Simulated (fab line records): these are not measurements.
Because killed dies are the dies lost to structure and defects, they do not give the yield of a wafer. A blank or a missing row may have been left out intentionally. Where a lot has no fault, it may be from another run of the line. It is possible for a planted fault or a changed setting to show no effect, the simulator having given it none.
Matching of chambers	flow n5 finfet	N5_STI_FIN_REVEAL_ALD_14 on ald sin-01 has 4 sister chambers
The step deposits Si3N4, target thk 3 nm. 4 wafers are shown with their chamber, then 12 later ones without.

WAFERS, EACH WITH ITS CHAMBER
wafer	chamber	heater power w (W)
L084.4	2	864
L086.1	1	917
L086.3	0	927
L086.5	3	925

WAFERS WITHOUT THEIR CHAMBER
wafer	heater power w (W)
L093.1	910
L093.3	881
L093.6	901
L095.1	930
L095.3	918
L095.4	917
L096.1	913
L096.3	865
L096.5	948
L097.1	915
L097.3	889
L097.5	904

WHICH CHAMBER EACH WENT THROUGH
wafer	from the rows above	in truth
L093.1	can't be placed: 1 or 3 or 0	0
L093.3	can't be placed: 2 or 1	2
L093.6	can't be placed: 1 or 3 or 0 or 2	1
L095.1	can't be placed: 0 or 3 or 1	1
L095.3	can't be placed: 1 or 3 or 0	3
L095.4	can't be placed: 1 or 3 or 0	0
L096.1	can't be placed: 1 or 3 or 0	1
L096.3	2	2
L096.5	can't be placed: 0 or 3 or 1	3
L097.1	can't be placed: 1 or 3 or 0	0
L097.3	can't be placed: 2 or 1 or 3 or 0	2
L097.5	can't be placed: 1 or 3 or 0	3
Correctly placed: 1 of 12. These rows do not allow placing 11 (true chamber among the candidates in 11). Placed wrongly: 0.
How it was worked out, from the rows above alone: a wafer's distance from a chamber is the root of the sum, over the readings, of the square of ((its reading less the chamber's mean) divided by the reading's scatter). If the next closest chamber is less than 2 further off than the closest, the wafer can't be placed; otherwise it belongs to the closest. For every chamber, the mean is computed from those of its wafers that are shown. The scatter (one wafer shown for each chamber): square how far every hidden wafer sits from the nearest shown wafer, average those squares and take the square root.
